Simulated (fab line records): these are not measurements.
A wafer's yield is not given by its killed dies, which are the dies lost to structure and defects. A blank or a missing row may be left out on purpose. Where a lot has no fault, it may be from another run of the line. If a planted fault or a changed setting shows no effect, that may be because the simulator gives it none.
Chamber matching    flow n5-finfet    pecvd-02 running N5_BEOL_M4_PECVD_72: 3 sister chambers
The step deposits SiO2 from TEOS/O2, target thk 16 nm, time 18 s. 6 wafers are shown with their chamber, then 7 later ones without.

EACH WAFER AND ITS CHAMBER
wafer   chamber  throttle-valve-pct (%)  showerhead-plenum-p-Torr (Torr)
L077.1  1        23.9                    8.73
L079.4  1        23.6                    8.75
L090.2  0        23.0                    8.74
L090.5  2        20.7                    8.69
L093.3  0        23.0                    8.77
L093.5  2        21.3                    8.69

WAFERS WITH NO CHAMBER GIVEN
wafer   throttle-valve-pct (%)  showerhead-plenum-p-Torr (Torr)
L093.6  23.2                    8.78
L094.2  23.1                    8.77
L094.4  20.8                    8.72
L094.6  23.7                    8.75
L096.1  20.9                    8.68
L096.5  20.9                    8.70
L096.6  23.9                    8.74

WHICH CHAMBER EACH ONE RAN IN
wafer   from the rows above      in truth
L093.6  can't be placed: 0 or 1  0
L094.2  0                        0
L094.4  2                        2
L094.6  can't be placed: 1 or 0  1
L096.1  2                        2
L096.5  2                        2
L096.6  1                        1
Correctly placed: 5 of 7. From these rows, 2 cannot be placed; in 2 the true chamber is one of the candidates. Wrongly placed: 0.
How it was worked out, from the rows above alone: a wafer's distance from a chamber is the root of the sum, over the readings, of the square of ((its reading less the chamber's mean) divided by the reading's scatter). The wafer belongs to the nearest chamber; if the next one is less than 2 further off, it can't be placed. A chamber's mean is the mean of its shown wafers. The scatter: take each reading less its chamber's mean, square it, sum over the shown wafers, divide by the number of wafers less the number of chambers, and take the root.
